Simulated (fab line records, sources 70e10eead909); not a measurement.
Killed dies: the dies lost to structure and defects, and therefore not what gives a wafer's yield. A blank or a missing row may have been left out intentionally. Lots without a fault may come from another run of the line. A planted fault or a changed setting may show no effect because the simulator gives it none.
Problem report in the 8D (eight disciplines) form, filled by code | flow nand harc | the parts of the form that need people (team, actions taken, sign-off) are left out

## 1. THE ISSUE
A mean of 634 is read at NHARC_END_SORT_01 for killed dies, taken on 1 wafer of 1 lot, against 32 (standard deviation 11) on wafers free of any fault. Relative to the usual mean, that is a shift of +55 standard deviations.
Seen first at day 23 23:05 on prober-01, wafer L487.5. The record has a number at this step for 39 wafers belonging to 13 lots. Rule for "out", or "out of limits": more than 4 standard deviations from the usual mean. The rest of the wafers with a number are treated as sound.

## 2. WHAT THIS IS AND IS NOT
question                    | is                           | is not
which readings at this step | killed dies, killed at array | killed at other, killed at periphery, killed open, killed short
which lots                  | L487                         | L468, L469, L470, L471, L472, L473, L474, L476, L477, L478, L481, L482
which wafers of those lots  | L487.5                       | L487.1, L487.3
read on which gauges        | prober-01                    | prober-02
when                        | from day 23 23:05            | up to then (38 sound wafers)

## 3. WHAT RULES OUT EACH SUSPECT
Counting: any tool at a process step up to the reading remains a suspect provided it ran every lot that is out. Sound lots after the first of them don't rule it out here, since some wafers of a struck lot are sound.
- the gauge at NHARC_END_SORT_01: kept. All the wafers that are out were read on prober-01, and no step on other tools shows them out.
- acl dep-02 at NHARC_A_CONTACT_DEP_84 (deposits aC, target thk 2000 nm): kept. The lot that is out, L487, ran on it at day 21 11:14; the last sound lot it ran before that was L481, at day 19 15:50.
- pvd sputter-03 at NHARC_A_BONDPAD_PVD_17 (deposits TaN, target thk 5 nm, time 8.06 s): kept. The lot that is out, L487, ran on it at day 23 10:49; the last sound lot it ran before that was L482, at day 21 13:32. NHARC_A_BONDPAD_PVD_17 gives no start for some lots, so the hours and the order of its lots are those of NHARC_THIN_TSV_DESCUM_35.
- pvd sputter-02 at NHARC_THIN_TSV_PVD_19 (deposits TaN, target thk 20 nm): kept. The lot that is out, L487, ran on it at day 23 10:49; the last sound lot it ran before that was L473, at day 19 11:07. NHARC_THIN_TSV_PVD_19 gives no start for some lots, so the hours and the order of its lots are those of NHARC_THIN_TSV_DESCUM_35.
- rie diel-07 at NHARC_THIN_TSV_DESCUM_35 (chemistry O2, time 3 s): kept. The lot that is out, L487, ran on it at day 23 10:49; the last sound lot it ran before that was L482, at day 21 13:32.
Left after counting: acl dep-02 at NHARC_A_CONTACT_DEP_84, pvd sputter-03 at NHARC_A_BONDPAD_PVD_17, pvd sputter-02 at NHARC_THIN_TSV_PVD_19, rie diel-07 at NHARC_THIN_TSV_DESCUM_35, prober-01 at NHARC_END_SORT_01.

## 4. THE CAUSE (what the simulator had put in)
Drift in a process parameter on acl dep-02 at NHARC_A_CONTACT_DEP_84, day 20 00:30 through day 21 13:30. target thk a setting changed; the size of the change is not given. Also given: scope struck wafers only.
Counting leaves 5 suspects; this tool is one of them.

## 5. THE CHAIN OF EFFECTS, in route order
Each row: a reading whose mean over the struck wafers that have a number lies more than 3 standard deviations from the usual. Only readings for which the record gives a usual standard deviation are gone through. hours: the time from each lot's start at the first step in this table that gives one to its start at this step, as a median over the lots. sigmas: the change in usual standard deviations.
hours | step              | reading         | usual | on struck wafers | change | sigmas
0     | NHARC_END_SORT_01 | killed at array | 28    | 629              | +601   | +55
0     | NHARC_END_SORT_01 | killed dies     | 32    | 634              | +602   | +55

## 6. WHAT WOULD HAVE CAUGHT IT SOONER
In this record the first reading out of limits at a measuring or inspecting step was taken at day 23 23:05, 95 hours after the fault began at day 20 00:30.
Of the tool readings at NHARC_A_CONTACT_DEP_84 for which the record gives a usual standard deviation, none was out on any struck wafer, so an alarm limit of 4 standard deviations on them would not have fired.
Lots out: 1; all had begun NHARC_A_CONTACT_DEP_84 on acl dep-02 by day 23 23:05. None of them would have been spared by holding the tool at that moment.
